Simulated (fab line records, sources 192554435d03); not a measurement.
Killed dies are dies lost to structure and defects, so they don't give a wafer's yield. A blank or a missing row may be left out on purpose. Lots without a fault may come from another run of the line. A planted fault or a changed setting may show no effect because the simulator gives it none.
A struck lot beside a sound one | flow n5_finfet | 31 steps out of a route of 1938
Sound: wafers L827.2, L827.3, L827.5. Struck: wafers L836.4, L836.5, L836.6. The cause comes at the end.
At each step with rows: each side's tool, then ch and its chambers, then its first start. Under that, the readings that differ: sound wafers | struck wafers | difference of the means | sigmas: that difference in standard deviations of wafers without a fault.
alike: readings whose means differ by less than 2 such deviations, and words and numbers that are the same on both sides. not compared: withheld readings, readings that some wafer has no value for, bounds like >300 that may hide the same value, and numbers for which the record gives no deviation and whose values overlap.
The two part at a step that has a row with sigmas, a row that says differs or no value, or rows on one side only. Numbers that don't overlap but have no deviation are shown without sigmas and don't part them. A reading that every wafer of one side lacks parts them only if that side has two wafers or more.

first, 4 steps without rows for these wafers: N5_BEOL_M15_SPUTTER_45 (material Cu, target thk 100 nm, time 16.67 s); N5_BEOL_M15_ECD_47 (material Cu, target thk 1860 nm); N5_BEOL_M15_ANNEAL_48 (time 90 s); N5_BEOL_M15_CMP_49 (polishes, stops on SiO2, t overpolish 4.9 s, target thk 850 nm).
N5_BEOL_M15_THK_MEAS_50: measures by xrf.
  sound on film_metro-01, day 12 16:07; struck on film_metro-01, day 15 06:24
  alike: M15_THK
then, 2 steps without rows for these wafers: N5_BEOL_M15_PRE_CLEAN_52 (time 15 s); N5_BEOL_M15_DEP_53 (deposits SiCN from 3MS/NH3, target thk 50 nm, time 17.8 s).
N5_BEOL_M15_RS_MEAS_54: measures by four-point-probe.
  sound on film_metro-02, day 12 16:15; struck on film_metro-02, day 15 06:32
  alike: M15_RS
N5_BEOL_M15_INSPECT_55: inspects for defects (darkfield).
  sound on defect_inspect-02, day 12 16:16; struck on defect_inspect-01, day 15 06:33
  alike: raw_defect_count
N5_BEOL_M15_RC_MEAS_101:
  sound on prober-01 ch 0, day 12 16:27; struck on prober-02 ch 0, day 15 07:02
  alike: COMB_M10, COMB_M11, COMB_M12, COMB_M13, COMB_M14, COMB_M15, COMB_M5, COMB_M6, COMB_M7, COMB_M8, COMB_M9, SERP_M10, SERP_M11, SERP_M12, SERP_M13, SERP_M13_max_site, SERP_M14, SERP_M5, SERP_M6, SERP_M7, SERP_M8, SERP_M9
N5_PASSIVATION_PECVD_00: deposits SiO2 from SiH4/N2O, target thk 200 nm, time 11.2 s.
  sound on pecvd-01 ch 0,1, day 12 17:16; struck on pecvd-03 ch 0,1,2, day 15 07:34
  alike: heater_power_outer_w, heater_power_w, showerhead_plenum_p_Torr, showerhead_vpp_V, throttle_valve_pct
then, 1 step without rows for these wafers: N5_MIM_BOT_DEGAS_01 (time 60 s).
N5_MIM_BOT_SPUTTER_00: material TiN, target thk 35 nm, time 89.7 s.
  sound on pvd_sputter-03, day 12 17:58; struck on pvd_sputter-02, day 15 08:17
  alike: substrate_temp_c, throttle_valve_pct
N5_MIM_TOP_ALD_00: deposits Al2O3, purge time 3 s, co reactant pulse time 3 s.
  sound on ald_hk-02 ch 1,2,3, day 12 18:04; struck on ald_hk-01 ch 0,1,2, day 15 08:23
  alike: precursor_pulse_height_rel
N5_MIM_TOP_ALD_01: deposits HfO2, target thk 5.6 nm, pulse time 1 s, purge time 3 s.
  sound on ald_hk-02 ch 1,2,3; struck on ald_hk-01 ch 0,1,2
  alike: precursor_pulse_height_rel
then, 2 steps without rows for these wafers: N5_MIM_TOP_ALD_02 (deposits Al2O3, purge time 3 s, co reactant pulse time 3 s); N5_MIM_TOP_DEGAS_04 (time 60 s).
N5_MIM_TOP_SPUTTER_03: material TiN, target thk 35 nm, time 89.7 s.
  sound on pvd_sputter-01, day 12 18:41; struck on pvd_sputter-03, day 15 08:53
  alike: substrate_temp_c, throttle_valve_pct
then, 8 steps without rows for these wafers: N5_MIM_TOP_LITHO_HMDS_01 (time 60 s); N5_MIM_TOP_LITHO_COAT_02; N5_MIM_TOP_LITHO_EBR_04; N5_MIM_TOP_LITHO_SOFTBAKE_03 (time 90 s); N5_MIM_TOP_LITHO_EXPOSE_05 (exposes mask MIM TOP, target cd 2000 nm); N5_MIM_TOP_LITHO_PEB_06; N5_MIM_TOP_LITHO_DEVELOP_07 (develop time 60 s); N5_MIM_TOP_LITHO_HARDBAKE_09 (time 120 s).
N5_MIM_TOP_LITHO_CD_MEAS_08: target cd 2000 nm.
  sound on cd_sem-03 ch 0, day 12 19:05; struck on cd_sem-03 ch 0, day 15 09:24
  alike: cd_nm
N5_MIM_TOP_LITHO_OVL_MEAS_11:
  sound on overlay-02 ch 0, day 12 19:06; struck on overlay-01 ch 0, day 15 09:26
  alike: MIM_TOP_OVL
N5_MIM_TOP_LITHO_INSPECT_12: inspects for defects (macro).
  sound on defect_inspect-02, day 12 19:08; struck on defect_inspect-01, day 15 09:28
  reading          | sound | struck      | difference | sigmas
  raw_defect_count | 0 1 1 | 244 250 232 | +241       | +99 or more
N5_MIM_TOP_LITHO_DESCUM_10: chemistry O2, time 7.9 s.
  sound on rie_diel-06 ch 1,2,3, day 12 19:16; struck on rie_diel-05 ch 1,2, day 15 09:29
  alike: drypump_motor_current_A, oes_product_au, rf_vpp_V, showerhead_plenum_p_Torr, throttle_valve_pct
  not compared: rf_hours_counter_h
N5_PASSIVATION_PROBE_49:
  the record has rows for the struck wafers here (prober-02, day 15 19:05) and none for the sound ones

WHERE THEY PART
First at N5_MIM_TOP_LITHO_INSPECT_12; last, within this record, at N5_PASSIVATION_PROBE_49.

WHY: what the simulator had put in
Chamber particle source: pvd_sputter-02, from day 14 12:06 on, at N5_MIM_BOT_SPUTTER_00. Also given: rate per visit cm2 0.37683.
